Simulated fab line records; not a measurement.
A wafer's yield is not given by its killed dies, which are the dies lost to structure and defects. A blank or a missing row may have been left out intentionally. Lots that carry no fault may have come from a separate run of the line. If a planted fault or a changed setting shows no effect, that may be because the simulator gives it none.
The tool behind it: which one? | flow n5-finfet | Sampling: 14 lots, 42 wafers, 4 of 1938 route steps

== WHAT EACH GAUGE READ, for each wafer ==
No reading from a measuring or inspecting step in the record can be judged against a usual standard deviation.

== WHAT TOOL EACH LOT RAN ON (gives the tool, then ch and the chambers of the sampled wafers, and finally the start) ==
lot  | N5_BEOL_M12_STRIP_37                 | N5_BEOL_M12_SPUTTER_44       | N5_BEOL_M12_SPUTTER_45       | N5_BEOL_M13_PEB_08
L348 | plasma-asher-01 ch 0,1, day 12 16:08 | pvd-sputter-03, day 12 17:53 | pvd-sputter-03, day 12 17:58 | litho-track-05 ch 0, day 12 19:20
L347 | plasma-asher-01 ch 0,1, day 12 18:03 | pvd-sputter-03, day 12 19:37 | pvd-sputter-03, day 12 19:42 | litho-track-01 ch 0, day 12 21:12
L349 | plasma-asher-02 ch 0,1, day 12 22:20 | pvd-sputter-02, day 13 00:17 | pvd-sputter-02, day 13 00:22 | litho-track-01 ch 0, day 13 01:45
L350 | plasma-asher-01 ch 1, day 13 07:03   | pvd-sputter-02, day 13 08:12 | pvd-sputter-02, day 13 08:17 | litho-track-03 ch 0, day 13 09:40
L353 | plasma-asher-01 ch 0,1, day 13 19:12 | pvd-sputter-03, day 13 21:46 | pvd-sputter-03, day 13 21:51 | litho-track-05 ch 0, day 13 23:25
L352 | plasma-asher-01 ch 0,1, day 13 21:37 | pvd-sputter-02, day 14 00:13 | pvd-sputter-02, day 14 00:17 | litho-track-01 ch 0, day 14 01:49
L354 | plasma-asher-02 ch 0,1, day 14 10:05 | pvd-sputter-02, day 14 13:31 | pvd-sputter-02, day 14 13:35 | litho-track-05, day 14 15:06
L355 | plasma-asher-02 ch 0,1, day 14 16:53 | pvd-sputter-01, day 14 18:23 | pvd-sputter-01, day 14 18:28 | litho-track-01, day 14 19:58
L358 | plasma-asher-01 ch 0,1, day 15 11:39 | pvd-sputter-01, day 15 14:24 | pvd-sputter-01, day 15 14:29 | litho-track-01 ch 0, day 15 15:59
L364 | plasma-asher-01 ch 0,1, day 17 02:29 | pvd-sputter-01, day 17 04:55 | pvd-sputter-01, day 17 04:59 | litho-track-03 ch 0, day 17 06:31
L367 | plasma-asher-02 ch 0,1, day 17 09:25 | pvd-sputter-01, day 17 10:46 | pvd-sputter-01, day 17 10:51 | litho-track-03 ch 0, day 17 12:26
L366 | plasma-asher-02 ch 0,1, day 17 09:36 | pvd-sputter-02, day 17 12:17 | pvd-sputter-02, day 17 12:22 | litho-track-05 ch 0, day 17 13:49
L368 | plasma-asher-02 ch 0,1, day 17 10:08 | pvd-sputter-03, day 17 13:17 | pvd-sputter-03, day 17 13:22 | litho-track-05 ch 0, day 17 14:55
L369 | plasma-asher-02 ch 0,1, day 18 03:04 | pvd-sputter-01, day 18 05:53 | pvd-sputter-01, day 18 05:58 | litho-track-05 ch 0, day 18 07:39
- N5_BEOL_M12_STRIP_37: strips in N2/H2.
- N5_BEOL_M12_SPUTTER_44: material Ta, target thk 10 nm, time 16.13 s.
- N5_BEOL_M12_SPUTTER_45: material Cu, target thk 80 nm, time 13.33 s.
- N5_BEOL_M13_PEB_08: peb time 90 s.

== WHAT THE TOOLS THEMSELVES READ (means of the sampled wafers that have a number; where no wafer has one, the mark that the record gives instead) ==
N5_BEOL_M12_STRIP_37.
lot  | tool            | drypump-motor-current-A (A) | heater-power-w (W) | n2-flow-sccm (sccm) | oes-product-au (a.u.)
L348 | plasma-asher-01 | 6.16                        | 309                | 1751                | 0.792
L347 | plasma-asher-01 | 6.04                        | 337                | 1751                | 0.794
L349 | plasma-asher-02 | 6.05                        | 303                | 1751                | 0.799
L350 | plasma-asher-01 | 5.93                        | 359                | 1747                | 0.790
L353 | plasma-asher-01 | 6.16                        | 308                | 1755                | 0.788
L352 | plasma-asher-01 | 6.04                        | 333                | 1751                | 0.793
L354 | plasma-asher-02 | 6.04                        | 310                | 1745                | 0.800
L355 | plasma-asher-02 | 6.06                        | 305                | 1744                | 0.788
L358 | plasma-asher-01 | 6.05                        | 325                | 1747                | 0.790
L364 | plasma-asher-01 | 6.03                        | 331                | 1763                | 0.771
L367 | plasma-asher-02 | 6.07                        | 307                | 1749                | 0.811
L366 | plasma-asher-02 | 6.02                        | 306                | 1751                | 0.787
L368 | plasma-asher-02 | 6.08                        | 307                | 1749                | 0.795
L369 | plasma-asher-02 | 6.08                        | 318                | 1749                | 0.785

N5_BEOL_M12_SPUTTER_44.
lot  | tool           | cathode-dc-power-W (W) | susceptor-temp-C (C) | throttle-valve-pct (%)
L348 | pvd-sputter-03 | 14997                  | 50.01                | 30.4
L347 | pvd-sputter-03 | 14999                  | 49.96                | 29.1
L349 | pvd-sputter-02 | 14997                  | 49.93                | 30.2
L350 | pvd-sputter-02 | 15001                  | 50.00                | 30.0
L353 | pvd-sputter-03 | 15000                  | 50.01                | 28.9
L352 | pvd-sputter-02 | 14998                  | 50.01                | 29.4
L354 | pvd-sputter-02 | 14996                  | 49.99                | 28.7
L355 | pvd-sputter-01 | 15000                  | 49.89                | 30.3
L358 | pvd-sputter-01 | 15000                  | 50.00                | 31.2
L364 | pvd-sputter-01 | 15001                  | 50.02                | 30.2
L367 | pvd-sputter-01 | 15001                  | 50.06                | 30.3
L366 | pvd-sputter-02 | 14999                  | 50.07                | 29.4
L368 | pvd-sputter-03 | 15001                  | 50.02                | 29.7
L369 | pvd-sputter-01 | 15000                  | 49.97                | 30.4

N5_BEOL_M12_SPUTTER_45.
lot  | tool           | cathode-dc-power-W (W) | chuck-sensor-temp-C (C) | susceptor-temp-C (C) | throttle-valve-pct (%)
L348 | pvd-sputter-03 | 25999                  | -16.6                   | -19.95               | 30.4
L347 | pvd-sputter-03 | 26001                  | -16.6                   | -20.00               | 29.1
L349 | pvd-sputter-02 | 26000                  | -15.8                   | -20.07               | 30.4
L350 | pvd-sputter-02 | 26005                  | -16.0                   | -19.82               | 30.3
L353 | pvd-sputter-03 | 25995                  | -16.4                   | -20.02               | 28.9
L352 | pvd-sputter-02 | 25999                  | -15.8                   | -20.05               | 29.4
L354 | pvd-sputter-02 | 25995                  | -16.0                   | -19.95               | 28.8
L355 | pvd-sputter-01 | 26000                  | -15.6                   | -19.99               | 30.5
L358 | pvd-sputter-01 | 26005                  | -16.0                   | -19.99               | 31.1
L364 | pvd-sputter-01 | 25998                  | -15.2                   | -19.92               | 30.1
L367 | pvd-sputter-01 | 26001                  | -15.7                   | -19.91               | 30.2
L366 | pvd-sputter-02 | 26003                  | -15.8                   | -20.05               | 29.3
L368 | pvd-sputter-03 | 26000                  | -16.5                   | -19.99               | 29.7
L369 | pvd-sputter-01 | 26000                  | -15.7                   | -20.09               | 30.4

N5_BEOL_M13_PEB_08.
lot  | tool           | chill-plate-temp-C (C) | exhaust-pa (Pa)
L348 | litho-track-05 | 22.98                  | 44.6
L347 | litho-track-01 | 23.13                  | 44.4
L349 | litho-track-01 | 23.12                  | 45.5
L350 | litho-track-03 | 22.92                  | 44.6
L353 | litho-track-05 | 22.89                  | 44.6
L352 | litho-track-01 | 23.12                  | 44.0
L354 | litho-track-05 | -                      | -
L355 | litho-track-01 | -                      | -
L358 | litho-track-01 | 22.95                  | 45.7
L364 | litho-track-03 | 23.03                  | 45.5
L367 | litho-track-03 | 23.01                  | 45.3
L366 | litho-track-05 | 23.11                  | 45.9
L368 | litho-track-05 | 22.88                  | 45.0
L369 | litho-track-05 | 22.91                  | 45.0

== THE ANSWER, worked out from the rows above alone ==
Rule: what is usual is taken from the lots themselves. Put in order of their means at a reading, lots are off if they are a third of the lots or fewer, leave a main group of 4 or more, and stand apart from it by a gap of 3 or more times the standard deviation of the main group's means; of several such gaps the widest counts. Not used: any main group whose means are identical at the precision the tables above print for the reading. Also off: a lot with no number at a reading for which 4 or more lots have one. The other lots that the step has rows for count as sound. Order of review: gauges by route order, followed by the tools' own readings, for which a lot's mean as printed above is used. At the first step where some lot is off, the reading lying furthest off is the one used; lots without a number count as furthest.
Off at N5_BEOL_M13_PEB_08 (chill-plate-temp-C): L354, L355. Without a number there: L354, L355. The main group: mean 23.00 C, standard deviation 0.092.
A tool fits if, at that step or a process step before it, it ran every lot that is off, and no sound lot after the first of them. No candidate that was tried fits.

== WHAT WAS PUT IN BY THE SIMULATOR ==
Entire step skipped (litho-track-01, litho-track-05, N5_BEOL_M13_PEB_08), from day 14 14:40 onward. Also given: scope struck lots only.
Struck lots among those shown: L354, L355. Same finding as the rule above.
